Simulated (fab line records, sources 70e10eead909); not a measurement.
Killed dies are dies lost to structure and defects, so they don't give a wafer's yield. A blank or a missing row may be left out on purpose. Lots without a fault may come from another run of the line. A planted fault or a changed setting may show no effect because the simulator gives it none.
Problem report in the 8D (eight disciplines) form, filled by code | flow nand_harc | the parts of the form that need people (team, actions taken, sign-off) are left out

1. THE PROBLEM
thk_nm at NHARC_A_ONON_D1_THK_MEAS_27 reads a mean of 1550 nm on 3 wafers of 3 lots; wafers without a fault read 997 nm with a standard deviation of 7.6. That is +73 standard deviations from the usual mean.
The step: measures by ellipsometry.
First seen on wafer L698.6, day 14 08:29, on film_metro-02. The record holds 43 wafers of 15 lots with a number at this step. Rule for "out", or "out of limits": more than 4 standard deviations from the usual mean. The other wafers with a number count as sound.

2. WHAT IT IS AND WHAT IT IS NOT
question                    | is                     | is not
which readings at this step | thk_nm                 | -
which lots                  | L696, L698, L699       | L683, L684, L685, L687, L689, L690, L691, L692, L694, L695, L704, L706
which wafers of those lots  | L696.4, L698.6, L699.4 | L696.1, L698.1, L698.2, L699.1
read on which gauges        | film_metro-02          | film_metro-01
when                        | from day 14 08:29      | up to then (32 sound wafers); but 8 sound wafers of L696, L699, L704, L706 came after

3. SUSPECTS, AND WHAT RULES EACH OUT
Counting: a tool at a process step up to the reading stays a suspect if it ran every lot that is out. Sound lots after the first of them don't rule it out here, since some wafers of a struck lot are sound.
- the gauge at NHARC_A_ONON_D1_THK_MEAS_27: ruled out. All the wafers that are out were read on film_metro-02, but those of them that NHARC_END_SORT_01 has rows for are out there too, on other tools.
- pecvd_onon-02 at NHARC_A_ONON_D1_DEP_25 (target thk 1000 nm): kept. It ran every lot that is out, first L698 (day 14 07:59); its last sound lot up to then is L695 (day 13 03:19).
Left after counting: pecvd_onon-02 at NHARC_A_ONON_D1_DEP_25.

4. THE CAUSE (what the simulator had put in)
Process parameter drift: pecvd_onon-02, from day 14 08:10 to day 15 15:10, at NHARC_A_ONON_D1_DEP_25. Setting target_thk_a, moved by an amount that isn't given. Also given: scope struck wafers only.
Counting left only this tool.

5. THE CHAIN OF EFFECTS, in route order
Each row: a reading whose mean over the struck wafers that have a number lies more than 3 standard deviations from the usual. Only readings for which the record gives a usual standard deviation are gone through. hours: the time from each lot's start at the first step in this table that gives one to its start at this step, as a median over the lots. sigmas: the change in usual standard deviations.
hours | step                        | reading         | usual  | on struck wafers | change | sigmas
0     | NHARC_A_ONON_D1_THK_MEAS_27 | thk_nm          | 997 nm | 1550             | +553   | +73
382   | NHARC_END_SORT_01           | killed_at_array | 59     | 673              | +614   | +36
382   | NHARC_END_SORT_01           | killed_dies     | 64     | 677              | +613   | +36

6. WHAT WOULD HAVE CAUGHT IT SOONER
In this record the first reading out of limits at a measuring or inspecting step was taken at day 14 08:29, 0 hours after the fault began at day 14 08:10.
Of the lots that are out (3), L699 began NHARC_A_ONON_D1_DEP_25 on pecvd_onon-02 after day 14 08:29. A hold on the tool at that time would have spared it.
